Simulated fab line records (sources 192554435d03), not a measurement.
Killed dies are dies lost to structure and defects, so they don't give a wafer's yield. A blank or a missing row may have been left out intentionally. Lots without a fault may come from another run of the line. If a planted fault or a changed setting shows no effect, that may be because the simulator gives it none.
fab line records	flow n5_finfet
record: lots: 6	wafers: 18	last_day: 19
route steps=1938 shown HKMG_FIN@443 GATE_CUT@465 PASSIVATION@1936
lots that met no fault: taken from a fault-free run of the same line
start_h: hours from the record's first day to the start of the lot's first wafer shown	wait_h: time in hours since the lot's previous step	" as in the row above	L1.1+2: several wafers, shown together as one row	- no value, or no start was given	* or withheld: withheld	< > ~ a bound
route shown NAME@n: NAME is a module with steps in the file, n the number in the route of the first one	usual: average and standard deviation across the fault-free wafers	same: alike in all rows	chamber/n: place in a boat	sites: readings site by site	_std_site: their standard deviation	_edge_site: the outer-site mean with the inner-site mean subtracted	radius_mm: for every site, how far away it sits from the centre of the wafer	mask NAME#n: copy n	behind: the tool/chamber that last shaped the wafer	hold: what put the lot on hold/how long, in hours/how the hold closed	device: names the non-switching transistor (n, p or np)	end of line: tests of these same wafers at the route's end	step lacking rows: just its recipe	killed: at the first sort, the dies lost to defects and structure; wafer yield is something else	map: a wafer's dies, marking killed ones x, the rest . and places with no die _
set.NAME: setting as actually run; set.NAME@STEP: the setting as run at that earlier step	model.NAME: the simulator's own value behind a step, which no gauge read
lots at some steps of the route; a table a step, a row a wafer
services: the hour from which a tool's chamber was out of use, counted from the record's first day as start_h (under 0 if before that day), plus the number of hours and why
== steps ==
step: N5_HKMG_FIN_COAT_85
recipe: resist: SOC	temp_c: 250	time_s: 60	spin_rpm: 1500	resist_thk_nm: 300
step: N5_HKMG_FIN_ETCH_86
recipe: chemistry: N2/H2	target: SOC	target_depth_a: 3932	stop_on: TiN	ion_energy_ev: 100	bias_w: 61	pressure_mtorr: 30	source_w: 850	n2_flow_sccm: 200	h2_flow_sccm: 200
step: N5_HKMG_FIN_STRIP_89
recipe: chemistry: N2/H2	material: SOC	time_s: 20	power_w: 500	temp_c: 40	pressure_mtorr: 50	rf_frequency_hz: 6e+07	bias_power_w: 8	h2_frac: 0.5	n2_flow_sccm: 300	h2_flow_sccm: 300
usual: drypump_motor_current_A: 5.8/0.45	n2_flow_sccm: 300.0/0.92	oes_product_au: 0.81/0.087	rf_vpp_V: 54.3/0.81	showerhead_plenum_p_Torr: 3.35/0.12	throttle_valve_pct: 18.9/0.32
lot.wafer	tool	chamber	start_h	wait_h	drypump_motor_current_A	n2_flow_sccm	oes_product_au	rf_hours_counter_h	rf_vpp_V	showerhead_plenum_p_Torr	throttle_valve_pct
L212.2	rie_diel-01	3	89.31	0.0	5.1	296.4	0.79	131	54.0	3.09	18.4
L212.3	"	2	"	"	5.4	299.1	0.73	171	55.0	3.48	19.1
L212.5	"	2	"	"	5.4	298.9	0.74	-	54.2	3.48	19.1
L218.1	rie_diel-01	1	114.71	0.0	6.4	298.9	0.90	28	53.1	3.31	18.8
L218.3	"	0	"	"	6.3	299.4	0.80	122	54.4	3.23	18.7
L218.6	"	0	"	"	6.3	300.1	0.79	-	54.0	3.23	18.8
L220.2	rie_diel-05	0	127.84	0.0	5.4	299.5	0.88	35	53.9	3.41	18.9
L220.5	"	3	"	"	5.5	301.6	0.67	-	54.1	3.29	18.9
L220.6	"	0	"	"	5.4	298.4	0.88	-	54.2	3.41	18.9
L223.2	rie_diel-03	0	145.04	0.0	6.0	300.5	0.85	59	52.9	3.28	19.6
L223.3	"	1	"	"	6.5	300.5	0.88	31	53.4	3.42	18.7
L223.5	"	0	"	"	6.0	301.0	0.85	-	54.6	3.28	19.6
L226.1	rie_diel-03	1	165.53	0.0	6.5	299.8	0.86	39	55.0	3.42	18.7
L226.4	"	2	"	"	6.7	299.4	0.86	54	52.5	3.41	18.8
L226.5	"	3	"	"	5.6	298.7	0.69	-	54.6	3.46	19.6
L232.2	rie_diel-05	1	198.57	0.0	6.2	301.1	0.91	26	54.0	3.27	18.7
L232.5	"	2	"	"	5.6	299.5	0.76	-	55.1	3.48	19.2
L232.6	"	3	"	"	5.6	300.8	0.92	-	53.9	3.28	18.5
step: N5_HKMG_FIN_WET_ETCH_87
recipe: chemistry: SC1	target: TiN	mix: 1:2:40	temp_c: 50	time_s: 154.2	target_depth_nm: 4.7	dry: ipa_marangoni	rinse_time_s: 30	rinse_temp_c: 23
step: N5_HKMG_FIN_STRIP_88
recipe: chemistry: N2/H2	power_w: 2500	temp_c: 300	h2_frac: 0.65	time_s: 360	pressure_mtorr: withheld	n2_flow_sccm: 1750	h2_flow_sccm: 3250
step: N5_HKMG_FIN_NWFM_ALD_20
recipe: material: TiAlC	target_thk_a: 20	temp_c: 300	ald_precursor_family: TiCl4	ald_co_reactant: TEA	pulse_time_s: 3	purge_time_s: 2	co_reactant_purge_time_s: 2	co_reactant_pulse_time_s: 10	ald_cycles: 7	pressure_torr: 3
usual: heater_power_w: 493/48	precursor_pulse_height_rel: 0.998/0.021
lot.wafer	tool	chamber	start_h	wait_h	heater_power_w	precursor_pulse_height_rel
L212.2	ald_metal-04	1	89.88	0.3	432	0.994
L212.3	"	2	"	"	494	0.990
L212.5	"	1	"	"	426	0.969
L218.1	ald_metal-04	1	115.35	0.3	450	0.980
L218.3	"	3	"	"	403	1.000
L218.6	"	0	"	"	561	1.000
L220.2	ald_metal-02	3	128.41	0.3	502	0.990
L220.5	"	3	"	"	489	1.002
L220.6	"	2	"	"	486	0.981
L223.2	ald_metal-01	1	145.61	0.3	501	0.981
L223.3	"	0	"	"	469	0.993
L223.5	"	3	"	"	436	1.017
L226.1	ald_metal-02	2	166.10	0.3	484	1.011
L226.4	"	3	"	"	484	1.015
L226.5	"	2	"	"	493	1.054
L232.2	ald_metal-02	1	199.15	0.3	537	1.003
L232.5	"	0	"	"	575	0.961
L232.6	"	2	"	"	474	1.003
step: N5_HKMG_FIN_ALD_71
recipe: material: TiN	target_thk_a: 10	temp_c: 400	ald_precursor_family: TiCl4	ald_co_reactant: NH3	pulse_time_s: 1	purge_time_s: 3	co_reactant_purge_time_s: 2	co_reactant_pulse_time_s: 2	ald_cycles: 47	pressure_torr: 3
step: N5_HKMG_FIN_COAT_66
recipe: resist: SOC	temp_c: 250	time_s: 60	spin_rpm: 1500	resist_thk_nm: 300
step: N5_HKMG_FIN_ETCH_67
recipe: chemistry: N2/H2	target: SOC	target_depth_a: 3889	stop_on: TiN	ion_energy_ev: 100	bias_w: 61	pressure_mtorr: 30	source_w: 850	n2_flow_sccm: 200	h2_flow_sccm: 200
step: N5_HKMG_FIN_STRIP_90
recipe: chemistry: N2/H2	material: SOC	time_s: 20	power_w: 500	temp_c: 40	pressure_mtorr: 50	rf_frequency_hz: 6e+07	bias_power_w: 8	h2_frac: 0.5	n2_flow_sccm: 300	h2_flow_sccm: 300
step: N5_HKMG_FIN_WET_ETCH_73
recipe: chemistry: SC1	mix: 1:2:40	temp_c: 50	time_s: 42.3	target_depth_nm: 1.3	dry: ipa_marangoni	rinse_time_s: 30	rinse_temp_c: 23
step: N5_HKMG_FIN_ETCHBACK_68
recipe: chemistry: Cl2/Ar	stop_on: HfO2	target_depth_a: 5	pressure_mtorr: 10	icp_w: 600	bias_w: 60	Cl2_flow_sccm: 40	Ar_flow_sccm: 60
step: N5_HKMG_FIN_STRIP_69
recipe: chemistry: N2/H2	power_w: 2500	temp_c: 300	h2_frac: 0.65	time_s: 360	pressure_mtorr: withheld	n2_flow_sccm: 1750	h2_flow_sccm: 3250
usual: drypump_motor_current_A: 6.0/0.32	heater_power_w: 464/45	n2_flow_sccm: 1750/5.2
lot.wafer	tool	chamber	start_h	wait_h	drypump_motor_current_A	heater_power_w	n2_flow_sccm	rf_hours_counter_h
L212.2	plasma_asher-01	1	90.85	0.1	6.3	500	1750	88
L212.3	"	0	"	"	6.1	483	1753	-
L212.5	"	0	"	"	6.1	491	1751	-
L218.1	plasma_asher-02	0	116.15	0.1	5.7	393	1753	45
L218.3	"	1	"	"	5.5	476	1751	-
L218.6	"	1	"	"	5.5	474	1738	-
L220.2	plasma_asher-01	0	129.21	0.1	6.1	476	1745	96
L220.5	"	1	"	"	6.3	528	1743	-
L220.6	"	0	"	"	6.1	468	1749	-
L223.2	plasma_asher-01	0	146.44	0.1	6.1	483	1751	99
L223.3	"	1	"	"	6.4	507	1740	-
L223.5	"	1	"	"	6.3	509	1736	-
L226.1	plasma_asher-02	0	166.91	0.1	5.7	381	1754	56
L226.4	"	0	"	"	5.7	396	1757	-
L226.5	"	1	"	"	5.5	472	1754	-
L232.2	plasma_asher-01	1	199.95	0.1	6.3	505	1746	110
L232.5	"	1	"	"	6.3	498	1755	-
L232.6	"	0	"	"	6.1	477	1743	-
step: N5_HKMG_FIN_ALD_21
recipe: material: TiN	target_thk_a: 15	temp_c: 400	ald_precursor_family: TiCl4	ald_co_reactant: NH3	pulse_time_s: 1	purge_time_s: 3	co_reactant_purge_time_s: 2	co_reactant_pulse_time_s: 2	ald_cycles: 68	pressure_torr: 3
step: N5_HKMG_FIN_ALD_72
recipe: material: W	target_thk_a: 20	temp_c: 300	pressure_torr: 7.5	ald_precursor_family: WF6	ald_co_reactant: B2H6	pulse_time_s: 1	purge_time_s: 2	co_reactant_purge_time_s: 2	co_reactant_pulse_time_s: 3	ald_cycles: 7
step: N5_HKMG_FIN_W_FILL_22
recipe: material: W	target_thk_a: 600	temp_c: 400	pressure_torr: 39.4	time_s: 18.2
step: N5_HKMG_FIN_PRECLEAN_83
recipe: chemistry: DIW	time_s: 57.5	temp_c: 23
step: N5_HKMG_FIN_SRD_84
recipe: dry_time_s: 32	dry: n2_spin	spin_rpm: 1500
step: N5_HKMG_FIN_CMP_23
recipe: stop_on: SiNx	t_overpolish_s: 10	post_cmp_clean: rinse_only	down_force_psi: 4	platen_rpm: 50.289	pad_velocity_m_s: 1.0006	target_thk_nm: 46.326
step: N5_HKMG_FIN_CMP_94
recipe: stop_on: SiNx	post_cmp_clean: w_dilute_nh4oh	t_overpolish_s: 4.7	down_force_psi: 4	platen_rpm: 50.289	pad_velocity_m_s: 1.0006	target_thk_nm: 43.299
usual: motor_current_A: 12.2/0.89
same: t_overpolish_s: 4.7
lot.wafer	tool	chamber	start_h	wait_h	motor_current_A
L212.3	cmp-04	0	92.28	0.3	11.2
L212.2	"	2	"	"	11.4
L212.5	"	3	"	"	13.4
L218.1	cmp-02	3	117.77	0.3	13.1
L218.3	"	0	"	"	12.1
L218.6	"	3	"	"	12.9
L220.2	cmp-03	2	130.63	0.3	12.4
L220.5	"	1	"	"	13.0
L220.6	"	2	"	"	12.2
L223.2	cmp-02	3	147.87	0.3	13.5
L223.3	"	1	"	"	12.0
L223.5	"	2	"	"	14.0
L226.1	cmp-03	0	168.33	0.3	11.5
L226.4	"	1	"	"	12.8
L226.5	"	0	"	"	11.4
L232.2	cmp-03	1	201.40	0.3	13.1
L232.6	"	3	"	"	12.7
L232.5	"	0	"	"	11.0
step: N5_GATE_CUT_ETCHBACK_00
recipe: chemistry: SF6/Cl2	target: W	pressure_mtorr: 8	icp_w: 900	bias_w: 80	SF6_flow_sccm: 40	Cl2_flow_sccm: 60
step: N5_GATE_CUT_ETCH_56
recipe: chemistry: Cl2/Ar	target: TiN	target_depth_a: 216	pressure_mtorr: 10	icp_w: 600	bias_w: 60	Cl2_flow_sccm: 40	Ar_flow_sccm: 60
usual: drypump_motor_current_A: 5.9/0.37	oes_product_au: 0.79/0.097	throttle_valve_pct: 20.83/0.24
lot.wafer	tool	chamber	start_h	wait_h	drypump_motor_current_A	oes_product_au	rf_hours_counter_h	throttle_valve_pct
L212.2	rie_metal-03	0	92.63	0.1	6.3	0.89	16	20.76
L212.3	"	1	"	"	6.0	0.65	-	20.93
L212.5	"	0	"	"	6.3	0.88	-	20.76
L218.1	rie_metal-03	1	118.12	0.1	6.0	0.64	106	20.93
L218.3	"	1	"	"	6.0	0.64	-	20.93
L218.6	"	0	"	"	6.2	0.88	-	20.76
L220.2	rie_metal-01	0	130.99	0.1	5.9	0.78	36	20.73
L220.5	"	1	"	"	6.0	0.79	-	21.21
L220.6	"	0	"	"	5.9	0.78	-	20.75
L223.2	rie_metal-03	0	148.23	0.1	6.3	0.87	21	20.77
L223.3	"	0	"	"	6.2	0.87	-	20.78
L223.5	"	0	"	"	6.2	0.87	-	20.77
L226.1	rie_metal-03	1	168.69	0.1	6.0	0.62	112	20.96
L226.4	"	1	"	"	6.0	0.63	-	20.96
L226.5	"	0	"	"	6.3	0.85	-	20.80
L232.2	rie_metal-03	0	201.73	0.1	6.3	0.85	27	20.79
L232.5	"	0	"	"	6.3	0.84	-	20.81
L232.6	"	1	"	"	6.0	0.63	-	20.96
step: N5_GATE_CUT_ETCHBACK_30
recipe: chemistry: Cl2/Ar	target: TiN	target_depth_a: 30	mode: isotropic	pressure_mtorr: 10	icp_w: 600	bias_w: 60	Cl2_flow_sccm: 40	Ar_flow_sccm: 60
step: N5_GATE_CUT_VAPOR_ETCH_60
recipe: chemistry: BCl3/Cl2	target: HfO2	mode: isotropic
step: N5_GATE_CUT_ETCH_58
recipe: chemistry: CH3F/O2	target: SiNx	target_depth_a: 170	time_s: 128.6	ion_energy_ev: 50	pressure_mtorr: 30	source_w: 415	bias_w: 21	Ar_flow_sccm: 150	CH3F_flow_sccm: 30	O2_flow_sccm: 20
usual: drypump_motor_current_A: 5.6/0.34	oes_product_au: 0.76/0.083	rf_vpp_V: 98.8/0.95	showerhead_plenum_p_Torr: 1.97/0.058	throttle_valve_pct: 16.31/0.21
lot.wafer	tool	chamber	start_h	wait_h	drypump_motor_current_A	oes_product_au	rf_hours_counter_h	rf_vpp_V	showerhead_plenum_p_Torr	throttle_valve_pct
L212.2	rie_diel-06	2	92.80	0.0	5.2	0.74	186	100.3	2.07	16.34
L212.3	"	3	"	"	5.3	0.77	141	99.2	1.93	16.63
L212.5	"	3	"	"	5.4	0.76	-	98.3	1.93	16.60
L218.1	rie_diel-02	2	118.29	0.0	5.5	0.73	209	99.4	1.98	16.27
L218.3	"	3	"	"	5.7	0.73	195	100.4	1.97	16.49
L218.6	"	2	"	"	5.5	0.73	-	98.1	1.98	16.28
L220.2	rie_diel-06	2	131.44	0.3	5.2	0.72	200	99.1	2.07	16.38
L220.5	"	0	"	"	4.9	0.91	-	98.6	1.97	16.00
L220.6	"	1	"	"	5.6	0.75	-	98.1	1.92	16.32
L223.2	rie_diel-06	1	148.40	0.0	5.6	0.75	193	98.8	1.92	16.31
L223.3	"	0	"	"	4.9	0.89	19	99.4	1.96	16.02
L223.5	"	1	"	"	5.7	0.74	-	98.5	1.92	16.32
L226.1	rie_diel-04	2	168.93	0.1	5.2	0.74	158	98.9	2.10	16.47
L226.4	"	0	"	"	5.8	0.95	-	98.9	1.97	16.01
L226.5	"	2	"	"	5.2	0.74	-	98.4	2.10	16.46
L232.2	rie_diel-02	3	201.90	0.0	5.7	0.70	227	98.9	1.96	16.54
L232.5	"	0	"	"	5.4	0.97	-	99.5	2.04	16.11
L232.6	"	1	"	"	6.0	0.70	-	99.4	1.90	16.07
step: N5_GATE_CUT_STRIP_59
recipe: chemistry: N2/H2	time_s: 20	power_w: 100	temp_c: 40	pressure_mtorr: 100	rf_frequency_hz: 6e+07	bias_power_w: 3	n2_flow_sccm: 300	h2_flow_sccm: 300
step: N5_GATE_CUT_PRECLEAN_31
recipe: temp_c: 23	chemistry: DIW	time_s: 300
step: N5_GATE_CUT_SRD_32
recipe: time_s: 30	temp_c: 23	rinse_liquid: diw	dry: ipa_marangoni
step: N5_GATE_CUT_SAC_CAP_01
recipe: material: SiNx	target_thk_a: 240	temp_c: 400	ald_precursor_family: SiH2I2	ald_co_reactant: N2/H2-plasma	pulse_time_s: 1	ald_cycles: 480	purge_time_s: 2	co_reactant_purge_time_s: 2	pressure_torr: 2
step: N5_GATE_CUT_PECVD_57
recipe: material: SiNx	target_thk_a: 210	temp_c: 400	precursor: SiH4/NH3/N2	pressure_torr: 1.5	rf_w: 300
step: N5_GATE_CUT_CMP_02
recipe: stop_on: SiO2	t_overpolish_s: 12.7	post_cmp_clean: alkaline_brush	down_force_psi: 2.5	platen_rpm: 51.8	pad_velocity_m_s: 1.0307	target_thk_nm: 0
step: N5_GATE_CUT_HM_DEP_46
recipe: material: SiO2	target_thk_a: 1300	temp_c: 400	precursor: TEOS/O2	pressure_torr: 6.5	rf_w: 900	teos_flow_sccm: 161.4	gas: O2	flow_sccm: 2650	time_s: 26.6
step: N5_GATE_CUT_COAT_34
recipe: resist: SOC	temp_c: 250	time_s: 60	spin_rpm: 1500	resist_thk_nm: 60
step: N5_GATE_CUT_COAT_35
recipe: resist: SiARC	temp_c: 220	time_s: 60	spin_rpm: 1500	resist_thk_nm: 10
step: N5_GATE_CUT_COAT_27
recipe: resist: underlayer	temp_c: 205	time_s: 60	spin_rpm: 1500	resist_thk_nm: 10
step: N5_GATE_CUT_COAT_07
recipe: resist: CAR-EUV	spin_rpm: 1500	resist_thk_nm: 30
step: N5_GATE_CUT_EBR_09
recipe: solvent: PGMEA	ebr_width_mm: 1.5
step: N5_GATE_CUT_SOFTBAKE_08
recipe: temp_c: 110	time_s: 60	resist: CAR-EUV
step: N5_GATE_CUT_EXPOSE_10
recipe: mask_id: GATE_CUT	na: 0.33	source_shape: annular	sigma_inner: 0.35	sigma_outer: 0.8	polarization: unpolarized	target_cd_nm: 20	dose_mj: 43.25
step: N5_PASSIVATION_PROBE_49
usual: defect_limited_yield: 90.9/1.4	killed_at_M0_to_M3: 38/11	killed_at_M4_up: 13/5.9	killed_at_contacts: 14/6.4	killed_at_front_end: 38/11	killed_at_other: 3.3/2.5	killed_dies: 107/16	killed_on_rim: 14/3.6	killed_open: 70/12	killed_short: 35/7.7	sort_bin_5_function: 5.3/0.94	sort_bin_6_memory: 3.5/0.7	sort_n_pass: 1073/16	sort_yield_pct: 90.9/1.4
same: gross_dies: 1180	killed_at_back_side: 0	sort_bin_4_leakage[%]: 0	sort_bin_8_speed[%]: 0
lot.wafer	tool	chamber	start_h	wait_h	defect_limited_yield[%]	killed_at_M0_to_M3	killed_at_M4_up	killed_at_contacts	killed_at_front_end	killed_at_other	killed_dies	killed_on_rim	killed_open	killed_short	sort_bin_5_function[%]	sort_bin_6_memory[%]	sort_n_pass	sort_yield_pct[%]
L220.2	prober-01	-	395.17	0.1	90.6	45	13	9	38	6	111	14	78	31	5.2	3.6	1069	90.6
L220.5	prober-01	-	395.32	0.2	81.8	42	14	11	147	1	215	33	67	30	9.8	4.1	965	81.8
L220.6	prober-01	-	395.37	0.3	90.0	40	12	23	37	6	118	17	75	41	6.4	3.2	1062	90.0
L223.3	prober-01	-	407.13	0.1	81.5	35	25	15	142	1	218	30	72	29	9.8	4.2	962	81.5
L223.5	prober-01	-	407.23	0.2	80.8	34	13	14	160	5	226	35	60	47	11.6	3.6	954	80.8
L232.2	prober-01	-	464.26	0.1	92.4	27	6	15	35	7	90	9	55	34	5.4	2.1	1090	92.4
L232.5	prober-01	-	464.41	0.2	90.9	31	14	22	38	2	107	18	77	29	5.0	3.6	1073	90.9
L232.6	prober-01	-	464.46	0.3	91.4	30	5	28	37	2	102	18	69	32	5.2	3.1	1078	91.4
killed by level:class
L220.2 BEOL_M2:geometric_particle:open=17 MOL_CONTACT_COAG:geometric_particle:open=9 BEOL_M0_SAQP:geometric_particle:open=8 STI_FIN_REVEAL:geometric_particle:open=7 FIN_SAQP:geometric_particle:short=6 BEOL_M1:geometric_particle:open=5 FIN_SAQP:geometric_particle:open=4 STARTING-WAFER:geometric_particle:open=4
L220.5 HKMG_FIN:unspecified=117 BEOL_M3:geometric_particle:open=9 MOL_CONTACT_COAG:geometric_particle:open=9 BEOL_M0_SAQP:geometric_particle:open=8 BEOL_M2:geometric_particle:open=8 FIN_SAQP:geometric_particle:open=7 BEOL_M3:geometric_particle:short=6 STI_FIN_REVEAL:geometric_particle:open=5
L220.6 MOL_CONTACT_COAG:geometric_particle:open=16 BEOL_M2:geometric_particle:open=12 BEOL_M3:geometric_particle:open=8 MOL_CONTACT_COAG:geometric_particle:short=7 BEOL_M0_SAQP:geometric_particle:open=6 BEOL_M0_SAQP:geometric_particle:short=5 STI_FIN_REVEAL:geometric_particle:open=4 DUMMY_GATE:geometric_particle:short=4
L223.3 HKMG_FIN:unspecified=117 BEOL_M4:geometric_particle:open=14 MOL_CONTACT_COAG:geometric_particle:open=12 BEOL_M2:geometric_particle:open=8 FIN_SAQP:geometric_particle:open=7 BEOL_M3:geometric_particle:open=7 BEOL_M0_SAQP:geometric_particle:short=5 BEOL_M0:geometric_particle:open=4
L223.5 HKMG_FIN:unspecified=118 MOL_CONTACT_COAG:geometric_particle:open=11 BEOL_M3:geometric_particle:open=11 BEOL_M4:geometric_particle:open=9 FIN_SAQP:geometric_particle:short=8 GATE_CUT:geometric_particle:short=7 FIN_SAQP:geometric_particle:open=5 BEOL_M3:geometric_particle:short=5
L232.2 STI_FIN_REVEAL:geometric_particle:open=9 BEOL_M0_SAQP:geometric_particle:short=9 FIN_SAQP:geometric_particle:open=8 MOL_CONTACT_COAG:geometric_particle:open=8 MOL_CONTACT_COAG:geometric_particle:short=7 BEOL_M2:geometric_particle:open=7 FIN_SAQP:geometric_particle:short=6 BEOL_M0_SAQP:geometric_particle:open=3
L232.5 MOL_CONTACT_COAG:geometric_particle:open=17 STI_FIN_REVEAL:geometric_particle:open=13 BEOL_M0_SAQP:geometric_particle:open=10 GATE_CUT:geometric_particle:open=9 BEOL_M3:geometric_particle:open=6 MOL_CONTACT_COAG:geometric_particle:short=5 BEOL_M0_SAQP:geometric_particle:short=5 BEOL_M8:geometric_particle:open=4
L232.6 MOL_CONTACT_COAG:geometric_particle:open=24 STI_FIN_REVEAL:geometric_particle:open=11 BEOL_M1:geometric_particle:open=7 FIN_SAQP:geometric_particle:open=6 FIN_SAQP:geometric_particle:short=6 BEOL_M0_SAQP:geometric_particle:short=5 MOL_CONTACT_COAG:geometric_particle:short=4 BEOL_M0_SAQP:geometric_particle:open=4
map L220.5 (x killed, . not)
_________________..x.........________________
______________............x.x..x_____________
___________..........x.............__________
__________x.........x.x............._________
________...........x.................._______
_______x......x.....................x..______
______...x.......x....x..............x.._____
_____....x...............................____
____................................x.....___
___.x.....x............x.x.....x...........__
___...........x...x.x....x..x............x.__
__..............x..x.........xxx....x......x_
__....................x...........x........._
_....................x.......x...............
_........x....................x......xx....x.
_...............x...x.....x...x.x...........x
_.........x......x................x.x........
_........x......x..x...................x....x
_......x...............x.........x...........
_.x...x..x.x..........................xx.....
_....x...xxx...x......................x......
__x...xxxxxx...xx.....xx.....x.............._
__.x.xxxxxxxxxx.....x......x.............x.._
___xxxxxxxxxxxxxx.x.....x.......x..........__
___xxxxxxxxxxxxxx..........................__
____xxxxxxxxxxxxx......x.x...........x....___
_____xxxxxxxxxxx.x............x..........____
______xxxxxxxxxxxx.x.......x.......x...._____
_______xxxxxxxxx...............x....x..______
________xxxxxxxxxx.x...........x.x..xx_______
__________xxxxxx...........x........_________
___________xx.x...........x........__________
______________..........x......._____________
_________________.x..........________________
map L223.5 (x killed, . not)
_________________..x.........________________
______________.x.x...x..xx......_____________
___________.....................x..__________
__________.....x...........x.....x.._________
________.........x............x......._______
_______................................______
______...................x.............._____
_____............x....x..................____
____..x...x...............................___
___.......x.........xx...x..x..............__
___........x.......xx......................__
__..x..x............xx.x...................._
__.................................x..x...x._
_.........................x...........x......
_.x......................................x...
_........xx......x.x.........xx............x.
_x...........x.......x............x..........
_........................xx..........x.x.....
_.........x........x.....x....x..xx.x........
_.....x..x.xx........x.............xx..x..x.x
_.x...xx.xx.x.xx..................x..x.x.....
__..xxxxxxxxx.x...xx........................_
__..xxxxxxxxx.x............xx......x.......x_
___xxxxxxxxxxxxxx....xx...x................__
___xxxxxxxxxxxxxxx...........x.....x.x....x__
____xxxxxxxxxxxx.x....x....x............x.___
_____xxxxxxxxxxxx.x.....x...........x...x____
______xxxxxxxxxxx...x..................._____
_______xxxxxxxxxxx...x...x.x...........______
________xxxxxxxx..........x..........._______
__________xxxxx....x................_________
___________xxx..x.........x.x.....x__________
______________.x................_____________
_________________.x.xx.......________________
== services ==
tool	chamber	start_h	hours	kind
plasma_asher-01	-	66.42	4.4	repair
rie_diel-02	-	70.01	0.2	repair
ald_metal-01	0	74.13	4.7	repair
cmp-03	-	77.30	4.0	pm
ald_metal-02	0	78.36	4.6	repair
rie_metal-03	-	83.56	1.7	repair
rie_diel-05	1	84.10	21.9	repair
cmp-03	-	91.82	0.2	repair
rie_diel-05	3	96.30	1.8	repair
rie_metal-03	-	99.25	2.8	pm
rie_diel-05	2	100.11	16.3	repair
rie_diel-06	0	104.78	5.5	repair
cmp-02	-	118.45	4.0	pm
rie_diel-05	3	119.45	6.4	repair
cmp-02	-	132.23	5.9	pm
rie_diel-02	1	154.13	5.4	repair
rie_diel-03	2	157.49	2.7	repair
rie_diel-02	-	179.40	1.0	repair
cmp-03	-	181.07	4.2	pm
ald_metal-02	2	183.39	4.4	repair
cmp-03	-	187.94	1.7	repair
rie_diel-06	2	189.08	10.0	repair
ald_metal-02	3	196.45	26.9	repair
rie_diel-06	-	200.13	14.6	pm
== key ==
first_sign: step: N5_PASSIVATION_PROBE_49	reading: killed_at_front_end	direction: up	sigmas: 10	usual: 38	struck: 150
effect: step: N5_PASSIVATION_PROBE_49	reading: killed_dies	direction: up	sigmas: 6.9	usual: 107	struck: 220
more_kills_born_at: N5_HKMG_FIN_STRIP_69@plasma_asher-01: 352
met_at N5_HKMG_FIN_STRIP_69
struck_wafers L220.5,L223.3,L223.5
onset_between 90.85 129.21
fault: kind: chamber_particle_source	tool: plasma_asher-01	chamber: 1	onset_h: 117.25	steps: N5_HKMG_FIN_STRIP_69	rate_per_visit_cm2: 2.2283	end_h: 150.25
